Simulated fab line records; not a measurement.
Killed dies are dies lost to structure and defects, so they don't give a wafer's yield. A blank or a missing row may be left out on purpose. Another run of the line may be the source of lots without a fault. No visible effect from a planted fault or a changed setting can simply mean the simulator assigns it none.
Matching of chambers    flow n5_finfet    rie_diel-02 running N5_BEOL_M1_STRIP_19: 4 sister chambers
The step strips in O2. 4 wafers are shown with their chamber, then 8 later ones without.

## WAFERS PAIRED WITH THEIR CHAMBERS
wafer   chamber  throttle_valve_pct (%)
L080.3  0        17.0
L080.4  3        16.5
L085.6  1        16.2
L086.1  2        16.0

## WAFERS WITH NO CHAMBER GIVEN
wafer   throttle_valve_pct (%)
L086.2  16.2
L086.5  16.2
L087.2  16.5
L087.4  17.0
L087.6  16.0
L095.2  16.2
L095.4  16.1
L095.5  16.2

## CHAMBER TAKEN BY EACH
wafer   from the rows above      in truth
L086.2  1                        1
L086.5  1                        1
L087.2  3                        3
L087.4  0                        0
L087.6  2                        2
L095.2  1                        1
L095.4  can't be placed: 1 or 2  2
L095.5  1                        1
7 of 8 placed correctly. Can't be placed from these rows: 1 (the true chamber is among the candidates in 1). 0 placed wrongly.
How it was worked out, from the rows above alone: a wafer's distance from a chamber is the root of the sum, over the readings, of the square of ((its reading less the chamber's mean) divided by the reading's scatter). The wafer belongs to the nearest chamber; if the next one is less than 2 further off, it can't be placed. Each chamber's mean is taken over the wafers shown for it. The scatter: root of mean squared gap, hidden wafer to nearest shown wafer, with one shown wafer a chamber.
